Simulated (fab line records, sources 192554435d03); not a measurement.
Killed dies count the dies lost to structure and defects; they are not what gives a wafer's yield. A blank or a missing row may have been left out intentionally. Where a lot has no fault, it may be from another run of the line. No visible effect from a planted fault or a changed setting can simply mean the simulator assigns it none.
Chamber matching ; flow n5Finfet ; N5_BEOL_M3_STRIP_36 on rieDiel-02 has 4 sister chambers
The step strips in N2/H2. 4 wafers are shown with their chamber, then 10 later ones without.

== WAFERS, EACH WITH ITS CHAMBER ==
wafer;chamber;drypumpMotorCurrentA (A)
L085.6;3;5.35
L086.4;2;5.82
L087.1;0;5.12
L087.5;1;5.70

== WAFERS WHOSE CHAMBER IS MISSING ==
wafer;drypumpMotorCurrentA (A)
L087.6;5.10
L090.3;5.83
L090.5;5.85
L090.6;5.32
L094.1;5.68
L094.2;5.13
L094.6;5.85
L096.1;5.35
L096.4;5.81
L096.6;5.36

== EACH ONE'S CHAMBER ==
wafer;from the rows above;in truth
L087.6;0;0
L090.3;2;2
L090.5;2;2
L090.6;3;3
L094.1;1;1
L094.2;0;0
L094.6;2;2
L096.1;3;3
L096.4;2;2
L096.6;3;3
Correctly placed: 10 of 10. Not placeable from these rows: 0. 0 placed wrongly.
How it was worked out, from the rows above alone: a wafer's distance from a chamber is the root of the sum, over the readings, of the square of ((its reading less the chamber's mean) divided by the reading's scatter). The wafer belongs to the nearest chamber; if the next one is less than 2 further off, it can't be placed. The mean given for a chamber averages the wafers shown for that chamber. The scatter: root of mean squared gap, hidden wafer to nearest shown wafer, with one shown wafer a chamber.
